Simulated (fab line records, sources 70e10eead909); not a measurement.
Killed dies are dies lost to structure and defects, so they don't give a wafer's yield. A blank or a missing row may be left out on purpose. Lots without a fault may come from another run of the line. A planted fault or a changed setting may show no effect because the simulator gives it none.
Chamber matching | flow nand_harc | NHARC_A_STAIRCASE_CMP_450 on cmp-02: 4 sister chambers
The step polishes SiO2, target thk 200 nm. 4 wafers are shown with their chamber, then 11 later ones without.

WAFERS WITH THEIR CHAMBER
wafer  | chamber | motor_current_A (A)
L087.3 | 0       | 11.7
L091.5 | 2       | 10.6
L091.6 | 3       | 10.6
L090.1 | 1       | 10.0

WAFERS WITHOUT THEIR CHAMBER
wafer  | motor_current_A (A)
L090.3 | 12.0
L090.5 | 10.6
L095.3 | 10.6
L095.5 | 12.1
L095.6 | 10.9
L096.1 | 11.0
L096.2 | 10.9
L096.3 | 10.8
L097.1 | 10.4
L097.3 | 10.5
L097.4 | 11.9

WHICH CHAMBER EACH WENT THROUGH
wafer  | from the rows above          | in truth
L090.3 | 0                            | 0
L090.5 | can't be placed: 2 or 3      | 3
L095.3 | can't be placed: 2 or 3      | 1
L095.5 | 0                            | 0
L095.6 | can't be placed: 2 or 3 or 0 | 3
L096.1 | can't be placed: 2 or 3 or 0 | 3
L096.2 | can't be placed: 2 or 3 or 0 | 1
L096.3 | can't be placed: 2 or 3      | 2
L097.1 | can't be placed: 2 or 3 or 1 | 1
L097.3 | can't be placed: 2 or 3 or 1 | 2
L097.4 | 0                            | 0
Placed correctly: 3 of 11. Can't be placed from these rows: 8 (the true chamber is among the candidates in 6). Placed wrongly: 0.
How it was worked out, from the rows above alone: a wafer's distance from a chamber is the root of the sum, over the readings, of the square of ((its reading less the chamber's mean) divided by the reading's scatter). The wafer belongs to the nearest chamber; if the next one is less than 2 further off, it can't be placed. A chamber's mean is the mean of its shown wafers. The scatter: with one shown wafer a chamber, the root of the mean of the squares of how far each hidden wafer lies from its nearest shown one.
